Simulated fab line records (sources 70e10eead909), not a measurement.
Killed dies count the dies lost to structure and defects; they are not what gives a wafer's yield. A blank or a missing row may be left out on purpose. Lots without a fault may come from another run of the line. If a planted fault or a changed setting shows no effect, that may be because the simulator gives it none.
Problem report, 8D (eight disciplines) form, completed by code ; flow nand_harc ; the parts of the form that need people (team, actions taken, sign-off) are left out

## 1. WHAT WENT WRONG
killed_at_periphery at NHARC_END_SORT_01 reads a mean of 503.0 on 3 wafers of 2 lots; wafers without a fault read 3.3 with a standard deviation of 2.6. That is +99 or more standard deviations from the usual mean.
First observed at day 22 04:27: wafer L652.3, on prober-02. The record has a number at this step for 6 wafers belonging to 2 lots. By rule, "out" or "out of limits" means more than 4 standard deviations away from the usual mean. The rest of the wafers with a number are treated as sound.

## 2. WHAT IT IS; WHAT IT IS NOT
question;is;is not
which readings at this step;killed_at_periphery, killed_dies;killed_at_array, killed_at_other, killed_open, killed_short
which lots;L649, L652;-
which wafers of those lots;L649.1, L649.6, L652.3;L649.3, L652.1, L652.4
read on which gauges;prober-01, prober-02;-
when;from day 22 04:27;"up to then (1 sound wafer); but 2 sound wafers of L649, L652 came after"

## 3. WHAT RULES OUT EACH SUSPECT
Counting: a tool at a process step up to the reading stays a suspect if it ran every lot that is out. Sound lots after the first of them don't rule it out here, since some wafers of a struck lot are sound.
- the gauge at NHARC_END_SORT_01 has been ruled out. Those wafers that are out were read across 2 gauges (prober-01, prober-02).
- plasma_asher-01 at NHARC_P_GATE_STRIP_95 (strips in O2): kept. It ran every lot that is out, first L652 (day 8 14:36).
- rie_diel-03 at NHARC_P_CONTACT_ETCH_36 (etches the open film in N2/H2, target depth 260 nm, time 406.25 s): kept. It ran every lot that is out, first L652 (day 8 18:16). Out on those wafers are its own readings of run_length_s.
- pvd_sputter-02 at NHARC_P_CONTACT_PVD_32 (deposits Ti, target thk 5 nm, time 17.7 s): kept. It ran every lot that is out, first L652 (day 22 02:50). Because NHARC_P_CONTACT_PVD_32 lacks a start for some lots, the hours and order of its lots are taken from NHARC_END_SORT_01.
- At NHARC_P_CONTACT_ETCH_36, inside rie_diel-03: chamber 0 took the wafers that are out, while their sound lot-mates went through chambers 1, 3.
The count leaves plasma_asher-01 at NHARC_P_GATE_STRIP_95, rie_diel-03 at NHARC_P_CONTACT_ETCH_36, and pvd_sputter-02 at NHARC_P_CONTACT_PVD_32.

## 4. THE CAUSE (what the simulator had put in)
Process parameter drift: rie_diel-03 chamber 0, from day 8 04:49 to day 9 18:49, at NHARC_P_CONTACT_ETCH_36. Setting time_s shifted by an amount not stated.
3 suspects survive the count, and this tool is in that group.

## 5. THE EFFECT CHAIN, in route order
Rows list readings where the struck wafers' mean (over those with a number) sits beyond 3 standard deviations from the usual. Scope: only readings with a usual standard deviation given in the record; hours: median across lots of the time from each lot's start at the first step in this table that gives one to its start at this step; sigmas: change in usual standard deviations.
hours;step;reading;usual;on struck wafers;change;sigmas
0;NHARC_P_CONTACT_ETCH_36;run_length_s;427.6 s;332.8;-94.8;-99 or more
324;NHARC_END_SORT_01;killed_at_periphery;3.3;503.0;+499.7;+99 or more
324;NHARC_END_SORT_01;killed_dies;30;535;+505;+46
Process steps it contains:
- NHARC_P_CONTACT_ETCH_36: etches the open film in N2/H2, target depth 260 nm, time 406.25 s.

## 6. HOW IT WOULD HAVE BEEN CAUGHT EARLIER
336 hours passed between the start of the fault at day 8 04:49 and the first reading out of limits at a measuring or inspecting step in this record, taken at day 22 04:27.
The tool's own readings at NHARC_P_CONTACT_ETCH_36 were out on every struck wafer that the step has a row for (run_length_s): an alarm limit on them would have fired on the first of those.
All the lots that are out (2) had begun NHARC_P_CONTACT_ETCH_36 on rie_diel-03 by day 22 04:27. None of them would have been spared by holding the tool at that moment.
